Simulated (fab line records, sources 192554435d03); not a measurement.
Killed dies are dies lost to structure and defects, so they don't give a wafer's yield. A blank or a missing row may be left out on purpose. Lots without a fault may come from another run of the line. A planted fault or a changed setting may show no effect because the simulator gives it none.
Chamber matching | flow n5_finfet | N5_BEOL_M2_ALD_84 on ald_metal-02: 4 sister chambers
The step deposits TaN, pulse time 2 s, purge time 3 s, co reactant purge time 2 s. 4 wafers are shown with their chamber, then 8 later ones without.

WAFERS WITH THEIR CHAMBER
wafer  | chamber | heater_power_w (W)
L075.3 | 1       | 449
L083.2 | 3       | 367
L083.3 | 2       | 403
L093.1 | 0       | 413

WAFERS WITHOUT THEIR CHAMBER
wafer  | heater_power_w (W)
L093.2 | 455
L093.5 | 451
L094.1 | 407
L094.3 | 462
L094.5 | 388
L096.3 | 398
L096.5 | 401
L096.6 | 369

WHICH CHAMBER EACH WENT THROUGH
wafer  | from the rows above          | in truth
L093.2 | 1                            | 1
L093.5 | 1                            | 1
L094.1 | can't be placed: 2 or 0      | 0
L094.3 | 1                            | 1
L094.5 | can't be placed: 2 or 3 or 0 | 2
L096.3 | can't be placed: 2 or 0      | 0
L096.5 | can't be placed: 2 or 0      | 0
L096.6 | 3                            | 3
Placed correctly: 4 of 8. Can't be placed from these rows: 4 (the true chamber is among the candidates in 4). Placed wrongly: 0.
How it was worked out, from the rows above alone: a wafer's distance from a chamber is the root of the sum, over the readings, of the square of ((its reading less the chamber's mean) divided by the reading's scatter). The wafer belongs to the nearest chamber; if the next one is less than 2 further off, it can't be placed. A chamber's mean is the mean of its shown wafers. The scatter: with one shown wafer a chamber, the root of the mean of the squares of how far each hidden wafer lies from its nearest shown one.
